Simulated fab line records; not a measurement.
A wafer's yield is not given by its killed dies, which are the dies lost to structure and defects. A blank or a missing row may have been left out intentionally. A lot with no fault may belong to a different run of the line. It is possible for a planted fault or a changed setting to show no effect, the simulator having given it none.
Split-lot experiment -- flow n5 finfet -- on a route of 1938 steps: 7 lots, 21 wafers read

== THE SPLIT ==
At N5_BEOL_M0_SAQP_SPACER2_ALD_26 (deposits SiO2, target thk 15 nm, pulse time 1 s, purge time 2 s), the setting target thk a was moved away from the recipe's 150 angstrom on 7 of the 21 wafers read, by +4.5% to +12.5%. For the rest of the wafers, this setting stayed at what the recipe calls for.

== FROM THE SPLIT TO THE READING: what the file shows between them, 2 steps ==
- N5_BEOL_M0_SAQP_SPACER2_ETCHBACK_27: etches SiO2 in CHF3/O2, target depth 22.5 nm, time 11.25 s
- N5_BEOL_M0_SAQP_MANDREL2_REMOVE_110: chemistry HBr/Cl2/O2, target a-Si, stops on SiCN, bt time 10 s

== THE READING ==
cd nm, in nm, at N5_BEOL_M0_SAQP_CD_MEAS_29 (target cd 14.4 nm). A value of 14.99 nm with a standard deviation of 0.21 nm is what fault-free wafers of this fab line usually give.

wafer,"tool, chamber at the split","target thk a as run, angstrom",against the recipe,"cd nm, nm",against lot-mates on the recipe
L074.1,"ald sin-04, 1",161.1,+7.4%,16.05,+0.91
L074.5,"ald sin-04, 1,0",150,recipe,15.05,-
L074.6,"ald sin-04, 1,0",150,recipe,15.23,-
L083.3,"ald sin-02, 0,2",150,recipe,15.05,-
L083.4,"ald sin-02, 3",150,recipe,15.07,-
L083.5,"ald sin-02, 0,2",150,recipe,14.98,-
L090.2,"ald sin-03, 0,2",150,recipe,14.97,-
L090.3,"ald sin-03, 1",162.7,+8.5%,16.22,+1.25
L090.6,"ald sin-03, 0,2",150,recipe,14.97,-
L094.1,"ald sin-04, 0,1",150,recipe,14.74,-
L094.3,"ald sin-04, 3",150,recipe,15.09,-
L094.4,"ald sin-04, 0,1",150,recipe,14.86,-
L095.1,"ald sin-03, 0",168.8,+12.5%,17.31,+2.35
L095.3,"ald sin-03, 2",150,recipe,15.08,-
L095.5,"ald sin-03, 1",150,recipe,14.84,-
L096.1,"ald sin-02, 1",156.8,+4.5%,15.32,no lot-mate on the recipe
L096.2,"ald sin-02, 3",156.8,+4.5%,15.94,no lot-mate on the recipe
L096.6,"ald sin-02, 1",156.8,+4.5%,15.72,no lot-mate on the recipe
L097.1,"ald sin-03, 2",150,recipe,14.96,-
L097.3,"ald sin-03, 3",162.1,+8.1%,16.17,+0.99
L097.5,"ald sin-03, 0",150,recipe,15.41,-
If several chambers appear in one row, that row covers several wafers at once and the file leaves open which wafer was in which chamber.

THE FIT
A straight line over all 21 wafers: cd nm changes by +0.159 nm for each +1% of target thk a; r = +0.95; the points scatter about the line by 0.19 nm.
The same after taking each lot's own level away (the mean of its wafers on the recipe; 18 wafers): +0.159 nm for each +1%; r = +0.97; scatter 0.18 nm.
The reading moves by 2 nm for the largest change in target thk a, on that fit.
The span of the lots' own levels, 14.897 to 15.185 nm, comes to 1.4 times the standard deviation stated above.
The two slopes are in agreement: the lot-to-lot level therefore moves the slope only a little.
Check: with one of the wafers moved furthest among these (+12.5%) left out of the fit, the line predicts +1.65 nm for it against its lot-mates. Against them it came out at +2.35 nm.

== THE WHOLE CHAIN: every reading that the file lists as answering this split, in the file's order ==
step,what it does,reading,change (the file's fit),r (the file's)
N5_BEOL_M0_SAQP_SPACER2_ALD_26,"deposits SiO2, target thk 15 nm, pulse time 1 s, purge time 2 s","SiO2_of_BEOL_M0_SAQP_SPACER2_ALD_26.thk nm (the simulator's own value, which no gauge read)",+0.149 nm for each +1% of the setting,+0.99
N5_BEOL_M0_SAQP_MANDREL2_REMOVE_110,"chemistry HBr/Cl2/O2, target a-Si, stops on SiCN, bt time 10 s","BEOL_M0_SAQP.cd nm (the simulator's own value, which no gauge read)",+0.148 nm for each +1% of the setting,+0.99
N5_BEOL_M0_SAQP_CD_MEAS_29,target cd 14.4 nm,cd nm,+0.157 nm for each +1% of the setting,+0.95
N5_BEOL_M0_HM_OPEN_105,"chemistry Cl2/BCl3, target TiN, target depth 12 nm","SiO2_of_BEOL_M0_SAQP_SPACER2_ALD_26.thk nm (the simulator's own value, which no gauge read)",+0.164 nm for each +1% of the setting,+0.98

== THE FILE'S OWN FIT ==
cd nm changes by +0.157 nm for each +1% of target thk a, r = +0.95.
